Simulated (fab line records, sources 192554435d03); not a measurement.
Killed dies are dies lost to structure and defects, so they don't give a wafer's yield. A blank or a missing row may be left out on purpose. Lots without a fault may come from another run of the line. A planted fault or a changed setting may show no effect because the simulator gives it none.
Chamber matching | flow n5_finfet | N5_BEOL_M3_ETCH_77 on rie_diel-03: 4 sister chambers
The step etches underlayer in N2/H2, target depth 6.5 nm, time 5.2 s. 4 wafers are shown with their chamber, then 8 later ones without.

WAFERS WITH THEIR CHAMBER
wafer  | chamber | showerhead_plenum_p_Torr (Torr)
L081.6 | 3       | 2.64
L088.2 | 0       | 2.67
L088.4 | 2       | 2.41
L089.2 | 1       | 2.52

WAFERS WITHOUT THEIR CHAMBER
wafer  | showerhead_plenum_p_Torr (Torr)
L089.4 | 2.41
L089.5 | 2.41
L090.1 | 2.52
L090.4 | 2.63
L090.5 | 2.63
L092.1 | 2.41
L092.2 | 2.52
L092.5 | 2.41

WHICH CHAMBER EACH WENT THROUGH
wafer  | from the rows above | in truth
L089.4 | 2                   | 2
L089.5 | 2                   | 2
L090.1 | 1                   | 1
L090.4 | 3                   | 3
L090.5 | 3                   | 3
L092.1 | 2                   | 2
L092.2 | 1                   | 1
L092.5 | 2                   | 2
Placed correctly: 8 of 8. Can't be placed from these rows: 0. Placed wrongly: 0.
How it was worked out, from the rows above alone: a wafer's distance from a chamber is the root of the sum, over the readings, of the square of ((its reading less the chamber's mean) divided by the reading's scatter). The wafer belongs to the nearest chamber; if the next one is less than 2 further off, it can't be placed. A chamber's mean is the mean of its shown wafers. The scatter: with one shown wafer a chamber, the root of the mean of the squares of how far each hidden wafer lies from its nearest shown one.
